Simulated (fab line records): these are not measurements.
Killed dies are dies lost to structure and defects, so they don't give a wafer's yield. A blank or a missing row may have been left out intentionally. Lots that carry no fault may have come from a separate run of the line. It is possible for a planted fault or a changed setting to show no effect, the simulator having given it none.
Matching of chambers | flow nandHarc | pecvd-03 running NHARC_P_M0_PRE_CLEAN_31: 3 sister chambers
The step time 12 s. 3 wafers are shown with their chamber, then 12 later ones without.

WAFERS, EACH WITH ITS CHAMBER
wafer  | chamber | heaterPowerW (W)
L093.1 | 0       | 501
L093.2 | 1       | 688
L093.4 | 2       | 748

WAFERS WITHOUT THEIR CHAMBER
wafer  | heaterPowerW (W)
L092.1 | 532
L092.5 | 520
L092.6 | 806
L094.2 | 709
L094.3 | 624
L094.6 | 615
L096.3 | 831
L096.4 | 569
L096.6 | 692
L097.3 | 573
L097.5 | 598
L097.6 | 665

THE CHAMBER EACH PASSED THROUGH
wafer  | from the rows above          | in truth
L092.1 | 0                            | 0
L092.5 | 0                            | 0
L092.6 | can't be placed: 2 or 1      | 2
L094.2 | can't be placed: 1 or 2      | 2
L094.3 | can't be placed: 1 or 0 or 2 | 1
L094.6 | can't be placed: 1 or 0 or 2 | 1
L096.3 | can't be placed: 2 or 1      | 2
L096.4 | can't be placed: 0 or 1 or 2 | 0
L096.6 | can't be placed: 1 or 2      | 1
L097.3 | can't be placed: 0 or 1 or 2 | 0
L097.5 | can't be placed: 1 or 0 or 2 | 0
L097.6 | can't be placed: 1 or 2      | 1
Correctly placed: 2 of 12. Can't be placed from these rows: 10 (the true chamber is among the candidates in 10). Placed wrongly: 0.
How it was worked out, from the rows above alone: a wafer's distance from a chamber is the root of the sum, over the readings, of the square of ((its reading less the chamber's mean) divided by the reading's scatter). The wafer belongs to the nearest chamber; if the next one is less than 2 further off, it can't be placed. A chamber's mean is the mean of its shown wafers. The scatter: with one shown wafer a chamber, the root of the mean of the squares of how far each hidden wafer lies from its nearest shown one.
